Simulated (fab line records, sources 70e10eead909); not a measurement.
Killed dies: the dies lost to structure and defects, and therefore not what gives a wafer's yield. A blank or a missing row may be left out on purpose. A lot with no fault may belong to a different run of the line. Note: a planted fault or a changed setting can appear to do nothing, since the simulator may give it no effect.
Struck lot and sound lot, side by side    flow nand-harc    41 out of 1159 route steps
Sound: these wafers, L732.3, L732.5, L732.6. Struck: wafer L744.6. (L744.3, L744.5 of the same lot were not struck and are left out.) The cause comes at the end.
At each step with rows: each side's tool, then ch and its chambers, then its first start. Under that, the readings that differ: sound wafers    struck wafers    difference of the means    sigmas: that difference in standard deviations of wafers without a fault.
alike: words and numbers the same on both sides, and readings whose means are apart by under 2 such deviations; not compared: readings that were withheld, readings missing a value for some wafer, numbers with overlapping values and no deviation given by the record, and bounds like >300 which may hide the same value.
Wherever a step has rows on one side only, a row that says differs or no value, or a row with sigmas, the two part there. Numbers that have no deviation but don't overlap get no sigmas and don't part them. Lack of a reading on every wafer of one side parts them only where that side has two or more wafers.

NHARC_A_M1_OVL_MEAS_10: pitch 240 nm.
  sound: overlay-01 at day 18 00:10; struck: overlay-02 at day 20 17:25
  alike: overlay-x-nm, overlay-y-nm
NHARC_A_M1_INSPECT_11:
  sound: defect-inspect-01 at day 18 00:11; struck: defect-inspect-02 at day 20 17:27
  alike: raw-defect-count
then, 1 step without rows for these wafers: NHARC_A_M1_DESCUM_14 (chemistry O2, time 3 s).
NHARC_A_M1_ETCH_35: etches the open film in N2/H2, target depth 40 nm, overetch 12 nm, time 43.94 s.
  sound on rie-diel-08 ch 1,2, day 18 00:50; struck on rie-diel-02 ch 2, day 20 17:37
  alike: chamber-pressure-mTorr, drypump-motor-current-A, h2-flow-sccm, oes-product-au, rf-fwd-power-W, rf-vpp-V, showerhead-plenum-p-Torr, throttle-valve-pct
  not compared: rf-hours-counter-h
NHARC_A_M1_ETCH_15: etches the open film in C4F8/Ar, target depth 182.5 nm, time 91.2 s.
  sound: rie-diel-08 ch 0,2,3; struck: rie-diel-02 ch 1
reading                sound              struck  difference  sigmas
oes-product-au (a.u.)  0.924 0.936 0.923  0.997   +0.069      +3
rf-fwd-power-W (W)     598.9 596.2 600.7  591.9   -6.7        -3
  alike: chamber-pressure-mTorr, rf-vpp-V
  not compared: rf-hours-counter-h
NHARC_A_M1_CD_MEAS_16:
  sound: cd-sem-02 at day 18 01:03; struck: cd-sem-01 at day 20 17:49
reading     sound              struck  difference  sigmas
cd-nm (nm)  120.3 120.5 119.7  118.6   -1.6        -2
then, 3 steps without rows for these wafers: NHARC_A_M1_STRIP_18 (strips in N2/H2); NHARC_A_M1_ETCH_28 (etches the open film in CF4/N2, target depth 30 nm, time 72.99 s); NHARC_A_M1_STRIP_19 (strips in post etch residue remover, time 600 s).
NHARC_A_M1_DEGAS_29: time 60 s.
  sound: pvd-sputter-03 at day 18 01:46; struck: pvd-sputter-02 at day 20 18:33
  alike: heater-power-w
then, 2 steps without rows for these wafers: NHARC_A_M1_PRE_CLEAN_30 (time 30 s); NHARC_A_M1_PVD_20 (deposits TaN, target thk 5 nm, time 8.06 s).
NHARC_A_M1_PVD_21: deposits Cu, target thk 30 nm, time 20.49 s.
  sound: pvd-sputter-03 at day 18 01:59; struck: pvd-sputter-02 at day 20 18:47
  alike: throttle-valve-pct
then, 1 step without rows for these wafers: NHARC_A_M1_ECD_22 (material Cu, target thk 400 nm).
NHARC_A_M1_ANNEAL_31: time 90 s.
  sound on rtp-anneal-02 ch 0, day 18 02:36; struck on rtp-anneal-02 ch 0, day 20 19:37
  alike: wafer_temp_C_max
then, 2 steps without rows for these wafers: NHARC_A_M1_CMP_23 (polishes, t overpolish 20 s, target thk 154.34 nm); NHARC_A_M1_SRD_25.
NHARC_A_M1_INSPECT_27:
  sound: defect-inspect-02 at day 18 03:19; struck: defect-inspect-02 at day 20 20:20
reading           sound        struck  difference  sigmas
raw-defect-count  402 344 263  560     +224        +2
then, 1 step without rows for these wafers: NHARC_A_M1_PRE_CLEAN_32 (time 12 s).
NHARC_A_M1_DEP_33: deposits SiCN, target thk 30 nm.
  sound on pecvd-04 ch 0,1, day 18 03:31; struck on pecvd-04 ch 2, day 20 20:28
  alike: heater-power-w, rf-fwd-power-W, showerhead-vpp-V
then, 2 steps without rows for these wafers: NHARC_A_BONDPAD_DEP_00 (deposits SiCN, target thk 250 nm); NHARC_A_BONDPAD_CMP_29 (polishes SiCN, target thk 200 nm).
NHARC_A_BONDPAD_THK_MEAS_30: measures by ellipsometry.
  sound wafers here have rows in the record (film-metro-01, day 18 04:41); struck ones have none
then, 10 steps without rows for these wafers: NHARC_A_BONDPAD_SRD_31; NHARC_A_BONDPAD_DEHYDRATE_01 (time 120 s); NHARC_A_BONDPAD_HMDS_02 (time 30 s); NHARC_A_BONDPAD_COAT_33 (time 65 s); NHARC_A_BONDPAD_COAT_03 (resist thk 600 nm); NHARC_A_BONDPAD_SOFTBAKE_04 (time 70 s); NHARC_A_BONDPAD_EBR_05; NHARC_A_BONDPAD_EXPOSE_06 (exposes mask A BPAD); NHARC_A_BONDPAD_PEB_07 (peb time 80 s); NHARC_A_BONDPAD_DEVELOP_08 (time 50 s).
NHARC_A_BONDPAD_CD_MEAS_09: the cd target is 500 nm.
  the record has rows for the sound wafers here (cd-sem-02 ch 0, day 18 05:15) and none for the struck ones
NHARC_A_BONDPAD_OVL_MEAS_35:
  sound wafers here have rows in the record (overlay-01, day 18 05:20); struck ones have none
then, 4 steps without rows for these wafers: NHARC_A_BONDPAD_HARDBAKE_10 (time 65 s); NHARC_A_BONDPAD_DESCUM_11 (chemistry O2, time 3 s); NHARC_A_BONDPAD_ETCH_34 (etches the open film in N2/H2, target depth 60 nm, overetch 18 nm, time 65.91 s); NHARC_A_BONDPAD_ETCH_12 (etches the open film in CHF3/O2, target depth 220 nm, time 110 s).
NHARC_A_BONDPAD_CD_MEAS_13:
  sound wafers here have rows in the record (cd-sem-01, day 18 05:47); struck ones have none
NHARC_END_SORT_01:
  sound on prober-02 ch 0, day 20 06:54; struck on prober-02 ch 0, day 22 05:51
reading                   sound            struck                    difference                    sigmas
hold                      - - -            await-dispo/7.1h/release  no value on the sound wafers  
defect-limited-yield (%)  96.6 96.6 95.4   0                         -96                           -60
killed-at-array           16 15 20         675                       +658                          +60
killed-at-periphery       7 8 11           2                         -7                            -3
killed-dies               23 23 31         677                       +651                          +59
sort_bin_2_pct (%)        0.7 0.9 1.2      95.6                      +94.7                         +99 or more
sort-n-pass               654 654 646      0                         -651                          -59
sort-rim-yield-pct (%)    100.0 96.2 95.3  0                         -97                           -35
sort-yield-pct (%)        96.6 96.6 95.4   0                         -96                           -60
  alike: killed-at-other, killed-open, killed-short, sort_bin_3_pct, sort_bin_4_pct

## WHERE THEY PART
First at NHARC_A_M1_ETCH_15; last, within this record, at NHARC_END_SORT_01.

WHY: what the simulator had put in
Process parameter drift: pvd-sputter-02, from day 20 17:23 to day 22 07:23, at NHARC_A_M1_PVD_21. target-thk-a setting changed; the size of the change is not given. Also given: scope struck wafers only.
